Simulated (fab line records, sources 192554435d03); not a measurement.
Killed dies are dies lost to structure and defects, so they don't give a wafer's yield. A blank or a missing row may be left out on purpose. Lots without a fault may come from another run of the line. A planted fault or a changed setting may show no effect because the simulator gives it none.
fab line records | flow n5_finfet
record lots=24 wafers=72 last_day=17
route steps=1938 shown BEOL_M5@1173 BEOL_M6@1211
lots that met no fault: from a run of the same line without faults
start_h: hours from the record's first day to the start of the lot's first wafer shown | wait_h: hours since the lot's step before | " the same as in the row above | L1.1+2: a row that stands for several wafers | - no value, or no start given | * or withheld: withheld | < > ~ a bound
route shown NAME@n: a module of which the file shows steps, and the number in the route of the first | usual: mean/standard deviation of fault-free wafers | same: alike in all rows | chamber/n: place in a boat | sites: the reading at each site | _std_site: their standard deviation | _edge_site: outer sites' mean less inner sites' | radius_mm: how far each site lies from the wafer's centre | mask NAME#n: copy n | behind: the tool/chamber that last shaped the wafer | hold: why the lot was held/for how many hours/how that ended | device: the transistor (n, p or np) that didn't switch | end of line: the same wafers' tests at the end of the route | a step without rows: its recipe alone | killed: dies lost to structure and defects at the first sort, not the wafer's yield | map: a wafer's dies, x killed, . not, _ none there
set.NAME: the setting as run; set.NAME@STEP: as run at that earlier step | model.NAME: the simulator's own value behind a step, which no gauge read
steps of the route over a sample of lots; a table a step, a row a wafer
services: from which hour (start_h, from the record's first day; less than 0 if before it) a tool's chamber was out of use, for how many hours, and why
## steps
# step N5_BEOL_M5_SURFACE_TREAT_87
# recipe gas=Ar time_s=* ion_energy_ev=* ion_current_ma_cm2=0.5 pressure_mtorr=* ar_flow_sccm=30
# usual throttle_valve_pct=*
# columns lot.wafer tool chamber start_h wait_h throttle_valve_pct
L074.2 pvd_sputter-02 - 174.43 0.2 *
L074.3 " - " " *
L074.4 " - " " *
L075.4 pvd_sputter-02 - 174.74 0.1 *
L075.5 " - " " *
L075.6 " - " " *
L076.2 pvd_sputter-03 - 187.24 0.2 *
L076.3 " - " " *
L076.6 " - " " *
L078.2 pvd_sputter-03 - 190.41 0.2 *
L078.3 " - " " *
L078.4 " - " " *
L077.3 pvd_sputter-02 - 197.11 0.1 *
L077.5 " - " " *
L077.6 " - " " *
L079.1 pvd_sputter-02 - 197.19 0.2 *
L079.2 " - " " *
L079.6 " - " " *
L080.1 pvd_sputter-02 - 201.79 0.1 *
L080.3 " - " " *
L080.4 " - " " *
L081.1 pvd_sputter-03 - 207.08 0.1 *
L081.3 " - " " *
L081.6 " - " " *
L082.1 pvd_sputter-01 - 218.24 0.2 *
L082.3 " - " " *
L082.4 " - " " *
L083.1 pvd_sputter-01 - 224.52 0.1 *
L083.4 " - " " *
L083.5 " - " " *
L084.2 pvd_sputter-01 - 228.38 0.1 *
L084.3 " - " " *
L084.6 " - " " *
L085.2 pvd_sputter-03 - 236.43 0.8 *
L085.4 " - " " *
L085.5 " - " " *
L086.2 pvd_sputter-02 - 238.26 0.1 *
L086.3 " - " " *
L086.6 " - " " *
L087.3 pvd_sputter-02 - 251.31 0.4 *
L087.5 " - " " *
L087.6 " - " " *
L089.1 pvd_sputter-03 - 253.87 0.1 *
L089.2 " - " " *
L089.3 " - " " *
L088.1 pvd_sputter-03 - 264.31 0.1 *
L088.5 " - " " *
L088.6 " - " " *
L090.1 pvd_sputter-03 - 269.99 0.1 *
L090.3 " - " " *
L090.5 " - " " *
L091.2 pvd_sputter-02 - 272.58 0.2 *
L091.5 " - " " *
L091.6 " - " " *
L093.2 pvd_sputter-02 - 282.23 0.2 *
L093.3 " - " " *
L093.4 " - " " *
L092.1 pvd_sputter-01 - 286.74 0.4 *
L092.2 " - " " *
L092.4 " - " " *
L095.2 pvd_sputter-01 - 292.04 0.2 *
L095.5 " - " " *
L095.6 " - " " *
L094.3 pvd_sputter-01 - 296.91 0.7 *
L094.4 " - " " *
L094.6 " - " " *
L096.4 pvd_sputter-02 - 302.35 0.2 *
L096.5 " - " " *
L096.6 " - " " *
L097.2 pvd_sputter-03 - 317.62 0.2 *
L097.4 " - " " *
L097.6 " - " " *
# step N5_BEOL_M5_ANNEAL_49
# recipe temp_c=400 time_s=1800 ambient=vacuum
# usual heater_power_w=858/84
# columns lot.wafer tool chamber start_h wait_h heater_power_w
L074.2 pvd_sputter-01 - 174.73 0.0 1019
L074.3 " - " " 918
L074.4 " - " " 804
L075.4 pvd_sputter-03 - 175.93 0.0 821
L075.5 " - " " 995
L075.6 " - " " 856
L076.2 pvd_sputter-01 - 187.89 0.0 987
L076.3 " - " " 904
L076.6 " - " " 886
L078.2 pvd_sputter-02 - 190.76 0.0 774
L078.3 " - " " 879
L078.4 " - " " 807
L077.3 pvd_sputter-02 - 197.40 0.0 817
L077.5 " - " " 800
L077.6 " - " " 883
L079.1 pvd_sputter-01 - 197.67 0.0 742
L079.2 " - " " 989
L079.6 " - " " 794
L080.1 pvd_sputter-01 - 202.10 0.0 804
L080.3 " - " " 958
L080.4 " - " " 896
L081.1 pvd_sputter-02 - 207.47 0.0 730
L081.3 " - " " 799
L081.6 " - " " 757
L082.1 pvd_sputter-02 - 218.55 0.0 752
L082.3 " - " " 816
L082.4 " - " " 882
L083.1 pvd_sputter-03 - 226.59 0.0 856
L083.4 " - " " 1011
L083.5 " - " " 858
L084.2 pvd_sputter-02 - 230.37 0.0 806
L084.3 " - " " 760
L084.6 " - " " 805
L085.2 pvd_sputter-03 - 236.85 0.0 863
L085.4 " - " " 945
L085.5 " - " " 996
L086.2 pvd_sputter-01 - 238.64 0.0 967
L086.3 " - " " 805
L086.6 " - " " 983
L087.3 pvd_sputter-01 - 251.63 0.0 797
L087.5 " - " " 900
L087.6 " - " " 788
L089.1 pvd_sputter-02 - 254.46 0.0 769
L089.2 " - " " 851
L089.3 " - " " 726
L088.1 pvd_sputter-03 - 264.83 0.0 863
L088.5 " - " " 922
L088.6 " - " " 862
L090.1 pvd_sputter-03 - 270.45 0.0 836
L090.3 " - " " 980
L090.5 " - " " 1001
L091.2 pvd_sputter-02 - 272.88 0.0 708
L091.5 " - " " 799
L091.6 " - " " 767
L093.2 pvd_sputter-03 - 282.67 0.0 837
L093.3 " - " " 931
L093.4 " - " " 997
L092.1 pvd_sputter-01 - 287.24 0.0 767
L092.2 " - " " 996
L092.4 " - " " 899
L095.2 pvd_sputter-01 - 292.52 0.0 895
L095.5 " - " " 892
L095.6 " - " " 979
L094.3 pvd_sputter-01 - 297.27 0.0 753
L094.4 " - " " 985
L094.6 " - " " 981
L096.4 pvd_sputter-03 - 302.90 0.0 848
L096.5 " - " " 863
L096.6 " - " " 891
L097.2 pvd_sputter-03 - 317.98 0.0 986
L097.4 " - " " 860
L097.6 " - " " 901
# step N5_BEOL_M5_RS_MEAS_57
# recipe thk_meas_gauge=four-point-probe reads=Co_of_BEOL_M5_CO_CAP_78+Cu_of_BEOL_M5_ECD_50+Co_of_BEOL_M5_CVD_47+TaN_of_BEOL_M5_ALD_86
# usual M5_RS=0.394/0.014
# columns lot.wafer tool chamber start_h wait_h M5_RS[ohm/sq]
L074.2 film_metro-01 - 180.05 0.1 0.406
L074.3 " - " " 0.414
L074.4 " - " " 0.397
L075.4 film_metro-01 - 181.26 0.0 0.411
L075.5 " - " " 0.401
L075.6 " - " " 0.378
L076.2 film_metro-01 - 193.21 0.1 0.387
L076.3 " - " " 0.385
L076.6 " - " " 0.373
L078.2 film_metro-01 - 196.11 0.1 0.402
L078.3 " - " " 0.401
L078.4 " - " " 0.412
L077.3 film_metro-02 - 202.76 0.1 0.377
L077.5 " - " " 0.379
L077.6 " - " " 0.389
L079.1 film_metro-02 - 203.03 0.1 0.402
L079.2 " - " " 0.368
L079.6 " - " " 0.390
L080.1 film_metro-02 - 207.54 0.0 0.377
L080.3 " - " " 0.402
L080.4 " - " " 0.406
L081.1 film_metro-01 - 212.79 0.0 0.420
L081.3 " - " " 0.432
L081.6 " - " " 0.408
L082.1 film_metro-02 - 228.21 0.0 0.404
L082.3 " - " " 0.423
L082.4 " - " " 0.400
L083.1 film_metro-01 - 231.91 0.0 0.401
L083.4 " - " " 0.406
L083.5 " - " " 0.396
L084.2 film_metro-02 - 235.94 0.1 0.376
L084.3 " - " " 0.400
L084.6 " - " " 0.393
L085.2 film_metro-01 - 242.34 0.1 0.380
L085.4 " - " " 0.373
L085.5 " - " " 0.381
L086.2 film_metro-01 - 243.98 0.1 0.414
L086.3 " - " " 0.367
L086.6 " - " " 0.392
L087.3 film_metro-01 - 256.96 0.1 0.393
L087.5 " - " " 0.396
L087.6 " - " " 0.392
L089.1 film_metro-02 - 259.78 0.0 0.383
L089.2 " - " " 0.365
L089.3 " - " " 0.389
L088.1 film_metro-02 - 270.25 0.0 0.393
L088.5 " - " " 0.405
L088.6 " - " " 0.372
L090.1 film_metro-01 - 275.78 0.0 0.388
L090.3 " - " " 0.394
L090.5 " - " " 0.398
L091.2 film_metro-01 - 278.21 0.1 0.398
L091.5 " - " " 0.400
L091.6 " - " " 0.409
L093.2 film_metro-02 - 288.06 0.1 0.409
L093.3 " - " " 0.412
L093.4 " - " " 0.382
L092.1 film_metro-01 - 292.64 0.0 0.394
L092.2 " - " " 0.395
L092.4 " - " " 0.397
L095.2 film_metro-01 - 297.85 0.1 0.388
L095.5 " - " " 0.398
L095.6 " - " " 0.405
L094.3 film_metro-01 - 302.59 0.1 0.390
L094.4 " - " " 0.374
L094.6 " - " " 0.396
L096.4 film_metro-02 - 308.43 0.1 0.410
L096.5 " - " " 0.403
L096.6 " - " " 0.433
L097.2 film_metro-01 - 323.31 0.1 0.400
L097.4 " - " " 0.399
L097.6 " - " " 0.399
# step N5_BEOL_M5_INSPECT_58
# recipe inspect_instrument=darkfield mode=post_dep
# usual raw_defect_count=72/24
# columns lot.wafer tool chamber start_h wait_h raw_defect_count
L074.2 defect_inspect-02 - 180.08 0.0 149
L074.3 " - " " 51
L074.4 " - " " 79
L075.4 defect_inspect-01 - 181.28 0.0 80
L075.5 " - " " 114
L075.6 " - " " 85
L076.2 defect_inspect-01 - 193.24 0.0 123
L076.3 " - " " 99
L076.6 " - " " 56
L078.2 defect_inspect-01 - 196.14 0.0 53
L078.3 " - " " 67
L078.4 " - " " 82
L077.3 defect_inspect-02 - 202.78 0.0 58
L077.5 " - " " 71
L077.6 " - " " 51
L079.1 defect_inspect-01 - 203.06 0.0 99
L079.2 " - " " 148
L079.6 " - " " 95
L080.1 defect_inspect-01 - 207.56 0.0 105
L080.3 " - " " 64
L080.4 " - " " 66
L081.1 defect_inspect-02 - 212.82 0.0 65
L081.3 " - " " 100
L081.6 " - " " 98
L082.1 defect_inspect-02 - 228.23 0.0 60
L082.3 " - " " 53
L082.4 " - " " 53
L083.1 defect_inspect-02 - 231.93 0.0 80
L083.4 " - " " 39
L083.5 " - " " 32
L084.2 defect_inspect-02 - 235.96 0.0 51
L084.3 " - " " 37
L084.6 " - " " 84
L085.2 defect_inspect-01 - 242.37 0.0 78
L085.4 " - " " 52
L085.5 " - " " 80
L086.2 defect_inspect-01 - 244.01 0.0 44
L086.3 " - " " 38
L086.6 " - " " 56
L087.3 defect_inspect-01 - 256.98 0.0 150
L087.5 " - " " 86
L087.6 " - " " 117
L089.1 defect_inspect-01 - 259.81 0.0 52
L089.2 " - " " 78
L089.3 " - " " 33
L088.1 defect_inspect-02 - 270.28 0.0 79
L088.5 " - " " 60
L088.6 " - " " 72
L090.1 defect_inspect-01 - 275.80 0.0 80
L090.3 " - " " 79
L090.5 " - " " 52
L091.2 defect_inspect-01 - 278.23 0.0 98
L091.5 " - " " 66
L091.6 " - " " 81
L093.2 defect_inspect-01 - 288.08 0.0 58
L093.3 " - " " 74
L093.4 " - " " 37
L092.1 defect_inspect-01 - 292.67 0.0 115
L092.2 " - " " 74
L092.4 " - " " 104
L095.2 defect_inspect-01 - 297.87 0.0 38
L095.5 " - " " 61
L095.6 " - " " 56
L094.3 defect_inspect-01 - 302.62 0.0 94
L094.4 " - " " 57
L094.6 " - " " 57
L096.4 defect_inspect-02 - 308.45 0.0 66
L096.5 " - " " 101
L096.6 " - " " 53
L097.2 defect_inspect-01 - 323.33 0.0 85
L097.4 " - " " 119
L097.6 " - " " 69
# step N5_BEOL_M6_ETCH_61
# recipe chemistry=CF4 target=SiARC target_depth_a=455 mask_material=CAR-ArF time_s=75.8 ion_energy_ev=80 pressure_mtorr=40 source_w=545 bias_w=36 Ar_flow_sccm=100 cf4_flow_sccm=100 ends=cleared
# usual cf4_flow_sccm=100.0/0.31 drypump_motor_current_A=5.7/0.49 etch_rf_on_time_s=76.4/1.9 oes_product_au=0.68/0.062 rf_vpp_V=183.9/1 showerhead_plenum_p_Torr=2.14/0.053 throttle_valve_pct=15.71/0.21
# columns lot.wafer tool chamber start_h wait_h cf4_flow_sccm drypump_motor_current_A etch_rf_on_time_s oes_product_au rf_hours_counter_h rf_vpp_V showerhead_plenum_p_Torr throttle_valve_pct
L074.2 rie_diel-01 3 184.30 0.0 99.7 6.0 76.5 0.68 99 183.8 2.18 15.80
L074.3 " 1 " " 100.6 5.8 77.6 0.58 225 182.3 2.10 16.12
L074.4 " 0 " " 100.0 6.3 74.6 0.68 142 183.4 2.18 15.77
L075.4 rie_diel-01 2 184.56 0.0 100.2 5.3 75.7 0.64 137 184.9 2.23 15.69
L075.5 " 3 " " 100.2 6.0 76.6 0.68 - 184.0 2.18 15.79
L075.6 " 2 " " 100.3 5.3 74.8 0.65 - 184.1 2.23 15.69
L076.2 rie_diel-01 1 196.87 0.0 99.9 5.7 79.2 0.58 229 183.6 2.10 16.13
L076.3 " 3 " " 100.4 5.9 76.4 0.69 103 183.9 2.18 15.79
L076.6 " 2 " " 99.8 5.3 76.1 0.64 - 185.3 2.23 15.71
L078.2 rie_diel-04 1 200.66 0.0 100.0 5.4 75.4 0.72 60 184.9 2.17 15.60
L078.3 " 2 " " 99.7 5.4 76.3 0.78 24 183.1 2.09 15.28
L078.4 " 3 " " 99.9 6.1 74.4 0.79 30 183.8 2.11 15.35
L077.3 rie_diel-05 2 205.95 0.0 100.0 6.7 81.0 0.59 193 182.7 2.11 16.04
L077.5 " 2 " " 100.0 6.7 80.8 0.60 - 184.3 2.11 16.03
L077.6 " 3 " " 99.5 5.0 76.8 0.77 - 183.2 2.12 15.55
L079.1 rie_diel-05 2 206.21 0.0 100.0 6.7 81.2 0.59 193 184.9 2.11 16.04
L079.2 " 0 " " 100.1 5.1 74.6 0.73 72 183.2 2.10 15.50
L079.6 " 3 " " 99.1 5.0 78.4 0.77 - 184.6 2.12 15.55
L080.1 rie_diel-01 2 211.32 0.0 100.2 5.3 75.7 0.64 145 185.2 2.23 15.72
L080.3 " 0 " " 99.8 6.3 76.6 0.66 150 183.6 2.17 15.78
L080.4 " 1 " " 99.9 5.8 78.3 0.58 233 184.2 2.09 16.14
L081.1 rie_diel-01 3 215.33 0.0 99.9 6.0 75.8 0.68 109 185.3 2.17 15.79
L081.3 " 1 " " 99.6 5.8 78.3 0.57 235 183.2 2.09 16.15
L081.6 " 0 " " 100.0 6.3 75.8 0.66 - 183.7 2.17 15.80
L082.1 rie_diel-04 3 232.08 0.0 100.2 6.0 74.8 0.77 41 184.0 2.10 15.37
L082.3 " 0 " " 100.5 5.9 78.3 0.64 143 185.0 2.05 15.56
L082.4 " 1 " " 99.6 5.4 75.6 0.71 71 184.0 2.17 15.64
L083.1 rie_diel-05 2 235.28 0.0 99.8 6.7 81.6 0.59 204 184.1 2.11 16.07
L083.4 " 2 " " 99.9 6.7 80.8 0.59 - 182.5 2.11 16.05
L083.5 " 3 " " 99.9 4.9 77.7 0.75 - 184.6 2.12 15.56
L084.2 rie_diel-04 3 238.25 0.0 100.5 6.1 73.7 0.77 43 183.8 2.10 15.37
L084.3 " 1 " " 100.2 5.4 74.8 0.71 74 184.9 2.17 15.64
L084.6 " 3 " " 100.6 6.0 74.3 0.77 - 184.0 2.10 15.37
L085.2 rie_diel-05 2 244.22 0.0 100.2 6.7 79.7 0.59 207 183.6 2.11 16.09
L085.4 " 0 " " 100.3 5.1 72.7 0.72 86 182.4 2.10 15.53
L085.5 " 0 " " 100.2 5.1 73.1 0.71 - 181.4 2.10 15.54
L086.2 rie_diel-01 3 246.58 0.0 100.1 6.0 75.9 0.67 120 184.5 2.17 15.84
L086.3 " 1 " " 99.8 5.7 79.4 0.56 245 183.8 2.09 16.17
L086.6 " 0 " " 100.4 6.3 76.0 0.64 - 186.1 2.17 15.81
L087.3 rie_diel-01 0 260.01 0.0 100.1 6.3 75.2 0.65 167 185.1 2.17 15.81
L087.5 " 1 " " 99.7 5.7 79.0 0.57 - 183.8 2.09 16.18
L087.6 " 2 " " 99.8 5.3 75.9 0.62 - 184.0 2.22 15.75
L089.1 rie_diel-01 0 263.51 0.0 99.4 6.3 76.0 0.65 169 185.1 2.17 15.82
L089.2 " 3 " " 100.2 6.0 77.0 0.66 126 183.9 2.17 15.84
L089.3 " 2 " " 99.5 5.3 76.2 0.62 164 184.9 2.22 15.74
L088.1 rie_diel-01 2 272.75 0.0 100.0 5.3 75.8 0.62 168 185.0 2.22 15.75
L088.5 " 2 " " 100.1 5.3 75.9 0.62 - 182.4 2.22 15.77
L088.6 " 3 " " 100.3 6.0 76.7 0.66 - 184.8 2.17 15.85
L090.1 rie_diel-05 3 277.93 0.0 100.1 5.0 77.5 0.73 60 183.4 2.11 15.61
L090.3 " 2 " " 100.4 6.7 81.8 0.58 221 184.2 2.10 16.10
L090.5 " 3 " " 100.5 5.0 78.2 0.73 - 184.7 2.11 15.59
L091.2 rie_diel-01 2 280.20 0.0 100.4 5.3 75.4 0.62 172 184.8 2.22 15.76
L091.5 " 2 " " 100.5 5.3 75.2 0.63 - 184.8 2.22 15.78
L091.6 " 0 " " 99.8 6.3 75.9 0.64 - 185.2 2.17 15.83
L093.2 rie_diel-01 0 291.14 0.0 100.2 6.3 77.1 0.64 182 183.8 2.16 15.87
L093.3 " 2 " " 100.1 5.3 75.8 0.62 177 185.8 2.22 15.80
L093.4 " 3 " " 100.2 6.0 76.7 0.65 140 183.7 2.16 15.87
L092.1 rie_diel-01 0 295.70 0.0 100.1 6.3 75.5 0.64 184 185.2 2.16 15.85
L092.2 " 1 " " 100.0 5.7 72.3 0.84 3 183.8 2.09 15.65
L092.4 " 2 " " 99.8 5.3 74.6 0.62 179 185.7 2.22 15.78
L095.2 rie_diel-05 1 299.51 0.0 99.9 5.8 76.5 0.69 92 183.0 2.07 15.58
L095.5 " 3 " " 100.5 5.0 77.6 0.73 - 182.9 2.11 15.61
L095.6 " 0 " " 100.5 5.1 74.4 0.69 - 180.9 2.09 15.55
L094.3 rie_diel-04 1 306.41 0.0 99.7 5.4 75.5 0.68 101 183.6 2.16 15.70
L094.4 " 3 " " 99.9 6.1 74.2 0.74 69 184.0 2.09 15.41
L094.6 " 0 " " 99.7 5.9 77.9 0.63 - 183.2 2.04 15.61
L096.4 rie_diel-04 3 310.84 0.0 99.9 6.0 74.0 0.74 70 184.0 2.09 15.41
L096.5 " 3 " " 99.5 6.1 74.2 0.74 - 182.9 2.09 15.43
L096.6 " 2 " " 100.8 5.3 75.2 0.73 - 185.7 2.08 15.36
L097.2 rie_diel-04 2 324.93 0.0 99.9 5.3 76.9 0.73 63 182.4 2.08 15.39
L097.4 " 3 " " 100.1 6.0 74.6 0.72 75 182.7 2.09 15.43
L097.6 " 3 " " 99.7 6.0 74.6 0.73 - 183.9 2.09 15.43
# step N5_BEOL_M6_ETCH_72
# recipe chemistry=N2/H2 target=underlayer target_depth_a=65 mask_material=CAR-EUV time_s=5.2 ion_energy_ev=200 pressure_mtorr=30 source_w=840 bias_w=150 n2_flow_sccm=200 h2_flow_sccm=200 ends=cleared
# usual drypump_motor_current_A=5.7/0.5 etch_rf_on_time_s=5.22/0.14 oes_product_au=0.68/0.063 rf_vpp_V=523.2/2.2 showerhead_plenum_p_Torr=2.53/0.064 throttle_valve_pct=18.0/0.31
# columns lot.wafer tool chamber start_h wait_h drypump_motor_current_A etch_rf_on_time_s oes_product_au rf_hours_counter_h rf_vpp_V showerhead_plenum_p_Torr throttle_valve_pct
L074.2 rie_diel-01 3 185.55 0.0 6.0 5.26 0.68 100 523.6 2.56 17.9
L074.3 " 1 " " 5.8 5.32 0.58 225 520.5 2.52 18.6
L074.4 " 0 " " 6.3 5.18 0.66 142 522.6 2.58 18.0
L075.4 rie_diel-05 3 185.61 0.0 5.0 5.27 0.78 - 521.6 2.49 17.7
L075.5 " 2 " " 6.7 5.59 0.60 - 523.7 2.55 18.6
L075.6 " 1 " " 5.8 5.15 0.73 - 521.2 2.44 17.6
L076.2 rie_diel-01 1 200.13 0.0 5.8 5.28 0.58 230 522.9 2.52 18.7
L076.3 " 0 " " 6.3 5.10 0.66 147 523.7 2.57 18.0
L076.6 " 3 " " 6.0 5.15 0.68 - 524.6 2.55 17.9
L078.2 rie_diel-05 2 201.67 0.0 6.7 5.56 0.60 192 523.3 2.54 18.6
L078.3 " 3 " " 5.0 5.23 0.77 31 521.9 2.48 17.7
L078.4 " 0 " " 5.1 5.05 0.72 70 519.2 2.47 17.8
L077.3 rie_diel-05 0 206.96 0.0 5.1 5.08 0.72 72 521.8 2.47 17.8
L077.5 " 3 " " 5.0 5.33 0.77 - 524.5 2.48 17.7
L077.6 " 0 " " 5.1 5.11 0.72 - 522.7 2.47 17.8
L079.1 rie_diel-04 1 207.24 0.0 5.5 5.29 0.70 63 525.3 2.59 17.9
L079.2 " 0 " " 5.9 5.41 0.64 135 522.4 2.47 18.0
L079.6 " 2 " " 5.4 5.21 0.78 - 522.2 2.51 17.8
L080.1 rie_diel-01 1 213.62 0.0 5.8 5.26 0.59 234 522.4 2.52 18.6
L080.3 " 3 " " 6.0 5.13 0.69 108 525.3 2.55 17.9
L080.4 " 0 " " 6.3 5.10 0.67 151 523.5 2.57 18.0
L081.1 rie_diel-05 0 216.96 0.0 5.1 5.04 0.73 76 520.8 2.46 17.8
L081.3 " 3 " " 5.0 5.24 0.76 37 523.0 2.48 17.7
L081.6 " 0 " " 5.1 5.12 0.73 - 522.1 2.46 17.8
L082.1 rie_diel-01 1 234.62 0.0 5.8 5.38 0.56 240 523.1 2.51 18.7
L082.3 " 2 " " 5.3 5.26 0.64 153 526.4 2.65 18.1
L082.4 " 3 " " 6.0 5.21 0.66 116 525.1 2.55 17.9
L083.1 rie_diel-05 2 236.73 0.0 6.7 5.52 0.59 205 523.9 2.54 18.6
L083.4 " 1 " " 5.8 5.14 0.72 71 522.4 2.44 17.6
L083.5 " 3 " " 5.0 5.32 0.75 - 520.5 2.48 17.7
L084.2 rie_diel-01 1 241.43 0.0 5.8 5.34 0.58 243 523.9 2.51 18.7
L084.3 " 3 " " 6.0 5.14 0.67 118 525.1 2.55 17.9
L084.6 " 1 " " 5.8 5.38 0.58 - 523.1 2.51 18.7
L085.2 rie_diel-01 2 245.59 0.0 5.3 5.16 0.63 157 526.5 2.65 18.0
L085.4 " 1 " " 5.8 5.37 0.57 244 522.5 2.51 18.7
L085.5 " 0 " " 6.3 5.10 0.66 - 523.0 2.57 18.1
L086.2 rie_diel-01 0 248.10 0.0 6.3 5.25 0.65 162 522.7 2.57 18.1
L086.3 " 3 " " 5.9 5.22 0.67 120 524.5 2.55 18.0
L086.6 " 3 " " 6.0 5.18 0.67 - 526.9 2.55 17.9
L087.3 rie_diel-04 0 262.43 0.0 5.9 5.33 0.63 156 519.2 2.46 18.1
L087.5 " 1 " " 5.4 5.16 0.70 - 524.0 2.59 17.9
L087.6 " 0 " " 5.9 5.35 0.64 - 517.8 2.46 18.1
L089.1 rie_diel-05 3 264.58 0.0 5.0 5.30 0.74 55 518.9 2.47 17.7
L089.2 " 2 " " 6.7 5.58 0.57 215 520.9 2.53 18.7
L089.3 " 0 " " 5.1 5.10 0.70 94 521.7 2.46 17.8
L088.1 rie_diel-04 1 274.85 0.0 5.5 5.19 0.69 89 526.4 2.58 17.9
L088.5 " 3 " " 6.1 5.06 0.76 - 523.4 2.46 17.5
L088.6 " 2 " " 5.4 5.20 0.75 - 523.7 2.51 17.8
L090.1 rie_diel-04 0 279.88 0.0 5.9 5.31 0.63 162 520.1 2.46 18.0
L090.3 " 2 " " 5.3 5.16 0.75 47 521.5 2.50 17.8
L090.5 " 2 " " 5.3 5.14 0.75 - 519.7 2.50 17.8
L091.2 rie_diel-01 2 281.33 0.0 5.3 5.16 0.62 172 524.9 2.64 18.1
L091.5 " 3 " " 6.0 5.24 0.65 - 525.5 2.54 18.0
L091.6 " 2 " " 5.3 5.23 0.62 - 527.0 2.64 18.1
L093.2 rie_diel-04 0 292.80 0.0 5.9 5.41 0.61 168 520.7 2.45 18.1
L093.3 " 2 " " 5.4 5.22 0.73 51 521.8 2.50 17.8
L093.4 " 3 " " 6.0 5.06 0.76 64 520.9 2.46 17.5
L092.1 rie_diel-01 1 297.18 0.0 5.7 4.84 0.83 3 524.8 2.51 18.2
L092.2 " 3 " " 5.9 5.18 0.66 142 523.9 2.54 18.0
L092.4 " 0 " " 6.3 5.21 0.63 184 523.4 2.56 18.1
L095.2 rie_diel-05 3 300.75 0.0 5.0 5.26 0.74 69 520.2 2.47 17.8
L095.5 " 1 " " 5.8 5.21 0.68 - 523.4 2.43 17.7
L095.6 " 0 " " 5.1 5.03 0.69 - 522.8 2.45 17.8
L094.3 rie_diel-05 0 307.38 0.0 5.1 5.01 0.70 109 521.0 2.45 17.9
L094.4 " 1 " " 5.8 5.21 0.68 96 521.4 2.43 17.7
L094.6 " 3 " " 5.0 5.22 0.73 - 520.3 2.47 17.8
L096.4 rie_diel-01 2 312.64 0.0 5.3 5.14 0.61 184 525.8 2.64 18.1
L096.5 " 2 " " 5.3 5.17 0.62 - 527.2 2.64 18.1
L096.6 " 3 " " 6.0 5.14 0.64 - 523.9 2.54 18.0
L097.2 rie_diel-04 3 326.41 0.0 6.1 5.04 0.73 75 523.3 2.45 17.6
L097.4 " 1 " " 5.4 5.25 0.68 107 524.1 2.58 18.0
L097.6 " 1 " " 5.5 5.17 0.67 - 521.7 2.58 18.0
## services
# columns tool chamber start_h hours kind
rie_diel-04 2 172.28 4.3 repair
rie_diel-05 0 185.05 3.2 repair
rie_diel-04 - 190.71 1.6 repair
rie_diel-05 1 230.89 5.4 repair
rie_diel-04 2 242.38 12.5 repair
rie_diel-01 1 260.23 - clean
rie_diel-01 1 260.23 - consumable_replace:esc
rie_diel-01 1 260.23 - consumable_replace:focus_ring
rie_diel-05 2 298.44 8.7 repair
rie_diel-01 2 319.59 4.7 repair
## key
fault none
